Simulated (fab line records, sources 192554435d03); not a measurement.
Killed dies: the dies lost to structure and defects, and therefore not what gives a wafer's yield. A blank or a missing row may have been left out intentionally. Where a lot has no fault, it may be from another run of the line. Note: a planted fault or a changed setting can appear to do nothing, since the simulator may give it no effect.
Comparing a struck lot with a sound one ; flow n5-finfet ; 16 steps out of a route of 1938
Sound: wafers L862.1, L862.3, L862.5. Struck: wafer L854.5; the same lot's L854.2 was not struck, so it is left out; see the end for the cause.
At each step with rows: each side's tool, then ch and its chambers, then its first start. Under that, the readings that differ: sound wafers ; struck wafers ; difference of the means ; sigmas: that difference in standard deviations of wafers without a fault.
alike: a reading whose means differ by less than 2 such deviations, as well as words and numbers matching on both sides. not compared: withheld readings; readings where some wafer has no value; bounds like >300 that might hide an equal value; numbers whose values overlap and for which the record gives no deviation.
The two part at a step that has a row with sigmas, a row that says differs or no value, or rows on one side only. Numbers that have no deviation but don't overlap get no sigmas and don't part them. Lack of a reading on every wafer of one side parts them only where that side has two or more wafers.

first, 1 step without rows for these wafers: N5_BEOL_M4_SPUTTER_92 (material Cu, target thk 4.5 nm, time 8.29 s).
N5_BEOL_M4_ANNEAL_93: time 240 s.
  sound: pvd-sputter-02 at day 12 18:02; struck: pvd-sputter-01 at day 11 00:59
  alike: heater-power-w, susceptor_temp_C_max
then, 2 steps without rows for these wafers: N5_BEOL_M4_SPUTTER_94 (material Cu, target thk 4.5 nm, time 8.29 s); N5_BEOL_M4_ANNEAL_95 (time 240 s).
N5_BEOL_M4_SPUTTER_96: material Cu, target thk 4.5 nm, time 8.29 s.
  sound: pvd-sputter-02 at day 12 18:24; struck: pvd-sputter-01 at day 11 01:20
reading;sound;struck;difference;sigmas
substrate-temp-c (C);-20.16 -20.17 -19.94;-19.86;+0.23;+2
  alike: chuck-sensor-temp-C, throttle-valve-pct
then, 1 step without rows for these wafers: N5_BEOL_M4_ECD_50 (material Cu, target thk 300 nm).
N5_BEOL_M4_ANNEAL_51: time 90 s.
  sound on rtp-anneal-01 ch 0, day 12 18:36; struck on rtp-anneal-02 ch 0, day 11 01:40
  alike: wafer_temp_C_max
N5_BEOL_M4_CMP_52: polishes, stops on SiOC, t overpolish 6.8 s, target thk 40 nm.
  sound on cmp-04 ch 0,2,3, day 12 18:58; struck on cmp-01 ch 0, day 11 01:59
  alike: barrier-field-endpoint-s, motor-current-A, overpolish-run-s, time-to-endpoint-s
N5_BEOL_M4_THK_MEAS_53: measures by xrf.
  sound: film-metro-01 at day 12 19:11; struck: film-metro-01 at day 11 02:12
  alike: M4_THK
N5_BEOL_M4_PRE_CLEAN_60: time 15 s.
  sound on cvd-co-02 ch 0,1, day 12 19:26; struck on cvd-co-01 ch 2, day 11 02:14
  alike: heater-power-w
then, 2 steps without rows for these wafers: N5_BEOL_M4_CO_CAP_55 (material Co, precursor CCTBA/H2, target thk 2 nm, time 102.1 s); N5_BEOL_M4_PRE_CLEAN_56 (time 15 s).
N5_BEOL_M4_DEP_57: deposits SiCN from 3MS/NH3, target thk 8 nm, time 14 s.
  sound on pecvd-02 ch 1,2, day 12 19:37; struck on pecvd-04 ch 1, day 11 02:24
reading;sound;struck;difference;sigmas
model.SiCN_of_BEOL_M4_DEP_57.thk-nm (nm);7.6 7.8 8.2;6;-2;
  alike: showerhead-plenum-p-Torr, throttle-valve-pct
N5_BEOL_M4_RS_MEAS_58: the measuring method here is four-point-probe.
  sound: film-metro-01 at day 12 19:41; struck: film-metro-01 at day 11 02:28
  alike: M4_RS
N5_BEOL_M4_RC_MEAS_101:
  sound on prober-01 ch 0, day 12 19:45; struck on prober-01 ch 0, day 11 02:40
reading;sound;struck;difference;sigmas
VT_P (mV);-246 -245 -250;-255;-8;-2
  alike: DIBL_N, DIBL_P, IOFF_N, IOFF_P, ION_N, ION_P, SS_N, SS_P, VT_N
N5_PASSIVATION_PROBE_49:
  sound wafers here have rows in the record (prober-01, day 16 20:55); struck ones have none

== WHERE THEY PART ==
Earliest at N5_BEOL_M4_SPUTTER_96; latest, in this record, at N5_PASSIVATION_PROBE_49.

WHY: the cause the simulator had injected
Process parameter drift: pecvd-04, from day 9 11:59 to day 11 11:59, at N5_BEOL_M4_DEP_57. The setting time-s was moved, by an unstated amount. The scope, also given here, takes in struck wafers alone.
